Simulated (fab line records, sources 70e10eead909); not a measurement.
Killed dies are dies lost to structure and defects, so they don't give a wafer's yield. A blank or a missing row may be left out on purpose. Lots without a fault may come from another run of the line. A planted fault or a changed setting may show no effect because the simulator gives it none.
One fault seen from 2 desks | flow nand_harc | each desk has only its own numbers; what lay behind them comes last

THE TOOL OWNER'S DESK: litho_track-01
The tool's own readings at NHARC_A_BLC_SOFTBAKE_05 (time 55 s): means of the sampled wafers that have a number, for each lot that ran on this tool. A lot is out of limits, marked OUT, if its mean lies more than 4 standard deviations from the usual mean; the brackets give that distance.
Columns: A = heater_power_total_W at NHARC_A_BLC_SOFTBAKE_05, usual 188.46 W
lot  | first seen here | A
L169 | day 17 14:00    | 188.33
L176 | day 20 12:00    | 188.42
L179 | day 20 16:00    | 188.43
L188 | day 22 18:00    | 179.00 (-68) OUT
L189 | day 22 19:00    | 178.96 (-68) OUT
This desk's finding: out of limits on L188, L189; first on L188, day 22 18:00 (heater_power_total_W at NHARC_A_BLC_SOFTBAKE_05). In limits: L169, L176, L179.

THE METROLOGY DESK
What the gauges read, lot by lot, whatever tool the lot ran on: means of the sampled wafers that have a number. A lot is out of limits, marked OUT, if its mean lies more than 4 standard deviations from the usual mean; the brackets give that distance.
Columns: A = overlay_x_nm at NHARC_A_BLC_OVL_MEAS_11, usual 0.3 nm; B = overlay_y_nm at NHARC_A_BLC_OVL_MEAS_11, usual 0.0 nm
lot  | first seen here | A    | B
L168 | day 17 14:08    | 1.4  | 0.8
L169 | day 17 14:44    | 0.6  | 0.3
L170 | day 17 16:23    | 0.4  | 0.6
L166 | day 17 16:53    | 0.0  | -0.1
L171 | day 18 03:14    | 1.1  | -0.0
L167 | day 18 12:31    | 0.3  | 1.1
L173 | day 19 11:25    | 0.3  | 0.2
L175 | day 19 12:10    | -0.4 | -0.5
L176 | day 20 12:35    | 1.3  | 2.0
L177 | day 20 16:09    | -0.6 | -0.9
L179 | day 20 16:54    | 0.1  | -1.4
L178 | day 21 01:25    | -0.5 | 0.8
L188 | day 22 19:28    | 0.5  | -0.1
L189 | day 22 20:12    | 0.9  | -0.5
This desk's finding: nothing out of limits on any of the 14 lots.

PUT TOGETHER
The tool owner's desk could have raised an alarm at day 22 18:00, on L188, L189.
The metrology desk saw nothing out of limits.
The metrology desk has L188, L189 on record, within its limits.
Of the lots named, all ran NHARC_A_BLC_SOFTBAKE_05 on litho_track-01.

WHAT THE SIMULATOR HAD PUT IN
Process parameter drift: litho_track-01, from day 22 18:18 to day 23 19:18, at NHARC_A_BLC_SOFTBAKE_05. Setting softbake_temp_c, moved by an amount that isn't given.
Lots struck among those shown: L188, L189.
